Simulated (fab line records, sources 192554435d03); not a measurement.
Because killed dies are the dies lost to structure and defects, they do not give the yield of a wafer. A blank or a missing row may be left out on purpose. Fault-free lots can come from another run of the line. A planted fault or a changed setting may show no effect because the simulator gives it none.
Problem report in the 8D (eight disciplines) form, filled by code ; flow n5-finfet ; the parts of the form that need people (team, actions taken, sign-off) are left out

== 1. PROBLEM STATEMENT ==
Mean of run-length-s at N5_BEOL_M2_CO_CAP_55: 164.0 s across 3 wafers in 2 lots; on wafers with no fault it is 124.9 s (standard deviation 0.72). Relative to the usual mean, that is a shift of +54 standard deviations.
The step: material Co, precursor CCTBA/H2, target thk 2 nm, time 102.1 s.
Earliest sighting: wafer L133.2 on cvd-co-01 at day 8 01:14. Wafers with a number at this step in the record: 31, from 12 lots. Rule for "out" (also "out of limits"): further than 4 standard deviations from the usual mean. Any other wafer with a number is counted as sound.

== 2. WHAT THIS IS AND IS NOT ==
question;is;is not
which readings at this step;run-length-s;heater-power-w
which lots;L133, L137;L129, L130, L131, L136, L143, L146, L147, L148, L149, L150
which wafers of those lots;L133.2, L137.2, L137.3;L133.1, L133.4
read on which tools;cvd-co-01;cvd-co-02
when;from day 8 01:14;"up to then (11 sound wafers); but 17 sound wafers of L136, L143, L146, L147, L148, L149, L150 came after"

== 3. THE SUSPECTS, EACH WITH WHAT RULES IT OUT ==
Counting: a tool at a process step up to the reading stays a suspect if it ran every lot that is out. Sound lots after the first of them don't rule it out here, since some wafers of a struck lot are sound.
- pvd-sputter-02 at N5_BEOL_M2_ANNEAL_89 (time 240 s): kept. It processed each lot that is out (first: L133, day 7 23:34); up to then, its last sound lot is L131 (day 7 16:55).
- pvd-sputter-02 at N5_BEOL_M2_SPUTTER_92 (material Cu, target thk 4.5 nm, time 8.29 s): kept. It processed each lot that is out (first: L133, day 7 23:55); up to then, its last sound lot is L131 (day 7 17:17).
- cvd-co-01 at N5_BEOL_M2_CO_CAP_55 (material Co, precursor CCTBA/H2, target thk 2 nm, time 102.1 s): kept. It processed each lot that is out (first: L133, day 8 01:14); up to then, its last sound lot is L131 (day 7 18:35). Its own run-length-s readings are out on those wafers.
- Within cvd-co-01 at N5_BEOL_M2_CO_CAP_55: the wafers that are out ran in chambers 0, 1; their sound lot-mates ran in chamber 2.
Still standing after the count: pvd-sputter-02 at N5_BEOL_M2_ANNEAL_89, pvd-sputter-02 at N5_BEOL_M2_SPUTTER_92, cvd-co-01 at N5_BEOL_M2_CO_CAP_55.

== 4. THE CAUSE (what the simulator had put in) ==
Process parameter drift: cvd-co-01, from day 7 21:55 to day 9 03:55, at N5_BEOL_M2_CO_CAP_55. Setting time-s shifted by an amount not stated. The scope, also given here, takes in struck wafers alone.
After counting, 3 suspects remain, this tool included.

== 5. THE CHAIN OF EFFECTS, in route order ==
Rows list readings where the struck wafers' mean (over those with a number) sits beyond 3 standard deviations from the usual. Scope: only readings with a usual standard deviation given in the record; hours: median across lots of the time from each lot's start at the first step in this table that gives one to its start at this step; sigmas: change in usual standard deviations.
hours;step;reading;usual;on struck wafers;change;sigmas
0;N5_BEOL_M2_CO_CAP_55;run-length-s;124.9 s;164.0;+39.1;+54
The process steps in it:
- N5_BEOL_M2_CO_CAP_55: material Co, precursor CCTBA/H2, target thk 2 nm, time 102.1 s.
At these later measuring or inspecting steps, every struck wafer for which the step has a row has a number for every such reading, and none has moved that far: N5_BEOL_M4_RC_MEAS_101.

== 6. WHAT WOULD HAVE CAUGHT IT SOONER ==
The fault began at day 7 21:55; the first out-of-limits reading in this record came at day 8 01:14, 3 hours later.
